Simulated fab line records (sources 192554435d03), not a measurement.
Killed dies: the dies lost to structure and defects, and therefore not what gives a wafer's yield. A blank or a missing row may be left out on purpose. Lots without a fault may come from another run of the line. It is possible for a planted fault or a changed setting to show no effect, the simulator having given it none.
A lot that was struck, set against a sound lot / flow n5-finfet / 21 out of 1938 route steps
Sound: these wafers, L913.1, L913.4, L913.6. Wafers L927.2, L927.3, L927.5 were the ones struck. The cause is named last.
For every step that has rows: the tool of each side, followed by ch and its chambers, followed by its first start. Under that, the readings that differ: sound wafers / struck wafers / difference of the means / sigmas: that difference in standard deviations of wafers without a fault.
alike: readings with means less than 2 such deviations apart, plus words and numbers identical on both sides. not compared: withheld readings, readings lacking a value on some wafer, bounds such as >300 that could conceal the same value, and numbers that have no deviation in the record and whose values overlap.
The two part at a step that has a row with sigmas, a row that says differs or no value, or rows on one side only. Non-overlapping numbers with no deviation appear without sigmas and do not part them. A reading missing from all wafers of one side parts the sides only when that side holds two or more wafers.

first, 10 steps without rows for these wafers: N5_BEOL_M9_DESCUM_16 (chemistry O2, time 7.9 s); N5_BEOL_M9_ETCH_61 (etches SiARC in CF4, target depth 39 nm, time 65 s); N5_BEOL_M9_ETCH_62 (etches SOC in N2/H2, target depth 110 nm, overetch 22 nm, time 165 s); N5_BEOL_M9_STRIP_68 (strips in N2/H2); N5_BEOL_M9_STRIP_67 (strips in CF4); N5_BEOL_M9_HM_OPEN_17 (chemistry Cl2/BCl3, target TiN, target depth 20 nm, overetch 6 nm); N5_BEOL_M9_STRIP_19 (strips in O2); N5_BEOL_M9_COAT_63 (time 60 s, resist thk 60 nm); N5_BEOL_M9_COAT_64 (time 60 s, resist thk 12 nm); N5_BEOL_M9_COAT_75 (time 60 s, resist thk 5 nm).
N5_BEOL_M9_COAT_22: resist thk 30 nm.
  sound on litho-track-03 ch 0, day 10 16:22; struck on litho-track-03 ch 0, day 13 17:22
reading=spin-speed-rpm (rpm); sound=1500.3 1500.4 1500.7; struck=1453.5 1454.0 1453.4; difference=-46.8; sigmas=-55
reading=model.CAR-EUV_of_BEOL_M9_COAT_22.thk-nm (nm); sound=29.8 30 29.8; struck=30.4 30.4 30.4; difference=+0.5; sigmas=
  alike: chill-plate-temp-C
then, 7 steps without rows for these wafers: N5_BEOL_M9_EBR_24; N5_BEOL_M9_SOFTBAKE_23 (time 60 s); N5_BEOL_M9_EXPOSE_25 (exposes mask V8); N5_BEOL_M9_PEB_26 (peb time 60 s); N5_BEOL_M9_DEVELOP_27 (develop time 30 s); N5_BEOL_M9_DESCUM_33 (chemistry O2, time 7 s); N5_BEOL_M9_ETCH_76 (etches underlayer in N2/H2, target depth 6.5 nm, time 5.2 s).
N5_BEOL_M9_ETCH_65: etches SiARC in CF4, target depth 15.6 nm, time 26 s.
  sound on rie-diel-01 ch 0,2,3, day 10 17:01; struck on rie-diel-03 ch 0,1,2, day 13 17:47
reading=etch-rf-on-time-s (s); sound=26.5 25.1 24.8; struck=26.7 26.6 26.1; difference=+1.0; sigmas=+2
reading=model.CAR-EUV_of_BEOL_M9_COAT_22.thk-nm (nm); sound=11.2 11.2 11; struck=11.6 11.4 11.4; difference=+0.3; sigmas=
  alike: chamber-pressure-mTorr, drypump-motor-current-A, oes-product-au, rf-fwd-power-W, rf-vpp-V, showerhead-plenum-p-Torr, throttle-valve-pct
  not compared: rf-hours-counter-h
then, 1 step without rows for these wafers: N5_BEOL_M9_ETCH_66 (etches SOC in N2/H2, target depth 80 nm, overetch 16 nm, time 120 s).
-- record jumps: 3 days separate the struck wafers' starts on either side; left off in module BEOL_M9, taken up again in module PASSIVATION, whose first shown step is the route's number 1936 --
N5_PASSIVATION_PROBE_49:
  the record has rows for the struck wafers here (prober-01, day 16 14:50) and none for the sound ones

== WHERE THEY PART ==
Last at N5_PASSIVATION_PROBE_49 as far as this record goes, first at N5_BEOL_M9_COAT_22.

WHY: the cause the simulator had injected
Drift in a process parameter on litho-track-03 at N5_BEOL_M9_COAT_22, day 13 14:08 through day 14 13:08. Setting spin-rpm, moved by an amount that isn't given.
